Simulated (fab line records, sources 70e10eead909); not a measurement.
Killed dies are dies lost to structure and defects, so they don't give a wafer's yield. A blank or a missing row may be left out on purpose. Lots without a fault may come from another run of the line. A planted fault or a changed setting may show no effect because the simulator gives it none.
Chamber matching | flow nand_harc | NHARC_P_ZERO_WELL_DESCUM_39 on rie_diel-04: 4 sister chambers
The step chemistry O2, time 3 s. 4 wafers are shown with their chamber, then 7 later ones without.

WAFERS WITH THEIR CHAMBER
wafer  | chamber | drypump_motor_current_A (A)
L503.6 | 3       | 6.3
L508.5 | 2       | 5.4
L509.1 | 0       | 5.4
L509.3 | 1       | 5.8

WAFERS WITHOUT THEIR CHAMBER
wafer  | drypump_motor_current_A (A)
L509.4 | 5.4
L512.1 | 5.4
L512.4 | 5.4
L512.5 | 5.8
L513.1 | 6.2
L513.2 | 5.8
L513.6 | 5.4

WHICH CHAMBER EACH WENT THROUGH
wafer  | from the rows above     | in truth
L509.4 | can't be placed: 0 or 2 | 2
L512.1 | can't be placed: 0 or 2 | 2
L512.4 | can't be placed: 0 or 2 | 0
L512.5 | 1                       | 1
L513.1 | 3                       | 3
L513.2 | 1                       | 1
L513.6 | can't be placed: 0 or 2 | 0
Placed correctly: 3 of 7. Can't be placed from these rows: 4 (the true chamber is among the candidates in 4). Placed wrongly: 0.
How it was worked out, from the rows above alone: a wafer's distance from a chamber is the root of the sum, over the readings, of the square of ((its reading less the chamber's mean) divided by the reading's scatter). The wafer belongs to the nearest chamber; if the next one is less than 2 further off, it can't be placed. A chamber's mean is the mean of its shown wafers. The scatter: with one shown wafer a chamber, the root of the mean of the squares of how far each hidden wafer lies from its nearest shown one.
